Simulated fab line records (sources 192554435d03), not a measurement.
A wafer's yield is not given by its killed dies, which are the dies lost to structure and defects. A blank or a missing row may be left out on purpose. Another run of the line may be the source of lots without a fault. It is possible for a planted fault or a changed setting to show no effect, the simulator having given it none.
A struck lot beside a sound one + flow n5Finfet + 15 steps out of a route of 1938
Sound: the wafers L268.3, L268.4, L268.5. Struck: wafer L279.3 (L279.5, L279.6, from the same lot, were not struck and are left out); the cause is given at the end.
At each step with rows: each side's tool, then ch and its chambers, then its first start. Under that, the readings that differ: sound wafers + struck wafers + difference of the means + sigmas: that difference in standard deviations of wafers without a fault.
alike: readings with means less than 2 such deviations apart, plus words and numbers identical on both sides. not compared: withheld readings, readings lacking a value on some wafer, bounds such as >300 that could conceal the same value, and numbers that have no deviation in the record and whose values overlap.
A row with sigmas, a row that says differs or no value, or rows on one side alone: a step with any of these is where the two part. Non-overlapping numbers with no deviation appear without sigmas and do not part them. Lack of a reading on every wafer of one side parts them only where that side has two or more wafers.

first, 5 steps without rows for these wafers: N5_BEOL_M10_EBR_24; N5_BEOL_M10_SOFTBAKE_23 (time 60 s); N5_BEOL_M10_EXPOSE_25 (exposes mask V9); N5_BEOL_M10_PEB_26 (peb time 60 s); N5_BEOL_M10_DEVELOP_27 (develop time 30 s).
N5_BEOL_M10_CD_MEAS_28: target cd 70 nm.
  sound on cdSem-01 ch 0, day 12 03:38; struck on cdSem-03 ch 0, day 14 21:12
  alike: cdNm
N5_BEOL_M10_OVL_MEAS_29:
  sound on overlay-02 ch 0, day 12 03:39; struck on overlay-02 ch 0, day 14 21:14
| reading     | sound        | struck | difference | sigmas |
|-------------|--------------|--------|------------|--------|
| V9_OVL (nm) | 0.1 1.5 -0.6 | -1.3   | -1.6       | -2     |
N5_BEOL_M10_INSPECT_30: inspects for defects (brightfield).
  struck on defectInspect-01, day 14 21:15; sound on defectInspect-01, day 12 03:41
  alike: rawDefectCount
N5_BEOL_M10_DESCUM_33: chemistry O2, time 7.9 s.
  sound on rieDiel-02 ch 1,3, day 12 03:43; struck on rieDiel-04 ch 0, day 14 21:17
  alike: drypumpMotorCurrentA, oesProductAu, rfVppV, showerheadPlenumPTorr, throttleValvePct
  not compared: rfHoursCounterH
N5_BEOL_M10_ETCH_65: etches SiARC in CF4, target depth 39 nm, time 65 s.
  sound on rieDiel-02 ch 1,3, day 12 03:45; struck on rieDiel-04 ch 0, day 14 21:19
| reading             | sound             | struck | difference | sigmas |
|---------------------|-------------------|--------|------------|--------|
| biasW (W)           | 35.77 36.29 35.74 | 36.19  | +0.26      | +2     |
| oesProductAu (a.u.) | 0.72 0.74 0.72    | 0.60   | -0.13      | -2     |
  alike: drypumpMotorCurrentA, etchRfOnTimeS, rfVppV, showerheadPlenumPTorr, throttleValvePct
  not compared: rfHoursCounterH
N5_BEOL_M10_ETCH_66: etches SOC in N2/H2, target depth 120 nm, overetch 24 nm, time 180 s.
  sound on rieDiel-02 ch 1,3, day 12 03:48; struck on rieDiel-04 ch 0, day 14 21:22
  alike: biasW, drypumpMotorCurrentA, oesProductAu, rfVppV, showerheadPlenumPTorr, throttleValvePct
  not compared: rfHoursCounterH
then, 1 step without rows for these wafers: N5_BEOL_M10_STRIP_69 (strips in N2/H2).
N5_BEOL_M10_VIA_ETCH_34: etches SiCOH lowk in C4F6/O2, target depth 184.5 nm, time 69.2 s.
  sound on rieDiel-02 ch 1,3, day 12 03:55; struck on rieDiel-04 ch 0, day 14 21:30
| reading    | sound             | struck | difference | sigmas |
|------------|-------------------|--------|------------|--------|
| biasW (W)  | 184.9 185.3 185.3 | 202.4  | +17.2      | +32    |
| rfVppV (V) | 641 681 643       | 712    | +57        | +5     |
  alike: drypumpMotorCurrentA, oesProductAu, showerheadPlenumPTorr, throttleValvePct
  not compared: rfHoursCounterH, model.etch.depthNm
then, 1 step without rows for these wafers: N5_BEOL_M10_STRIP_73 (strips in C4F6/O2).
N5_PASSIVATION_PROBE_49:
  the record has rows for the sound wafers here (prober-02, day 14 13:52) and none for the struck ones

## WHERE THEY PART
At N5_BEOL_M10_OVL_MEAS_29 first; at N5_PASSIVATION_PROBE_49 last (within this record only).

WHY: the cause the simulator had injected
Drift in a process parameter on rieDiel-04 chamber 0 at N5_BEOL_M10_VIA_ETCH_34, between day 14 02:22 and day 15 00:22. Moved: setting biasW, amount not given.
